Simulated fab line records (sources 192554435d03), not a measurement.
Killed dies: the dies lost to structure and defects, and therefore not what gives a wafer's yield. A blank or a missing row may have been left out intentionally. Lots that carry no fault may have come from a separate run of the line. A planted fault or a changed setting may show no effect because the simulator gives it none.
Which tool did it? | flow n5 finfet | 11 lots, 30 wafers sampled, at 2 steps of a route of 1938

WHAT THE GAUGES READ, wafer by wafer
N5_BEOL_M8_OVL_MEAS_29.
lot  | measured     | on         | V7_OVL (nm)
L337 | day 9 09:16  | overlay-01 | -1.5 -1.2 -0.8
L340 | day 10 02:57 | overlay-01 | 0.0 0.4 -1.5
L345 | day 11 09:55 | overlay-02 | -0.2 -1.2
L347 | day 12 00:38 | overlay-01 | 0.4 0.7 -0.1
L348 | day 12 00:28 | overlay-01 | -0.3 -0.4 -0.1
L349 | day 12 09:00 | overlay-02 | -0.5 -1.1
L350 | day 12 16:22 | overlay-02 | -0.3 -0.4
L353 | day 13 05:34 | overlay-01 | 1.2 -0.9 -0.2
L355 | day 14 01:32 | overlay-01 | -0.1 0.6 -0.2
L358 | day 14 16:31 | overlay-02 | -0.6 -1.0 -0.9
L360 | day 15 09:36 | overlay-02 | -0.5 1.4 -0.2

TOOL THAT RAN EACH LOT (tool first, then ch and the chambers of the sampled wafers, then the start)
lot  | N5_BEOL_M8_STRIP_67
L337 | rie diel-02 ch 0,1,2, day 9 08:33
L340 | rie diel-02 ch 1,3, day 10 01:04
L345 | rie diel-03 ch 2, day 11 09:13
L347 | rie diel-02 ch 1,2,3, day 11 22:08
L348 | rie diel-03 ch 0,1,2, day 11 22:31
L349 | rie diel-03 ch 0,2, day 12 06:37
L350 | rie diel-03 ch 1,2, day 12 10:48
L353 | rie diel-01 ch 0,3, day 13 03:55
L355 | rie diel-03 ch 0,2,3, day 13 22:49
L358 | rie diel-01 ch 0,1, day 14 14:23
L360 | rie diel-03 ch 0,3, day 15 06:19
- N5_BEOL_M8_STRIP_67: strips in CF4.

THE ANSWER, worked out from the rows above alone
Rule: usual is defined by the lots themselves. The widest of any qualifying gaps counts: lots, ordered by their means at a reading, are off when they make up no more than a third of the lots, leave a main group of 4 or more, and stand apart from it by 3 or more times the standard deviation of that group's means. If all means in a main group match to the digits the tables above print for the reading, that group is not used. Also off: a lot with no number at a reading for which 4 or more lots have one. The other lots that the step has rows for count as sound.
None of the lots is off at any reading shown; this tells nothing.

WHAT THE SIMULATOR PUT IN
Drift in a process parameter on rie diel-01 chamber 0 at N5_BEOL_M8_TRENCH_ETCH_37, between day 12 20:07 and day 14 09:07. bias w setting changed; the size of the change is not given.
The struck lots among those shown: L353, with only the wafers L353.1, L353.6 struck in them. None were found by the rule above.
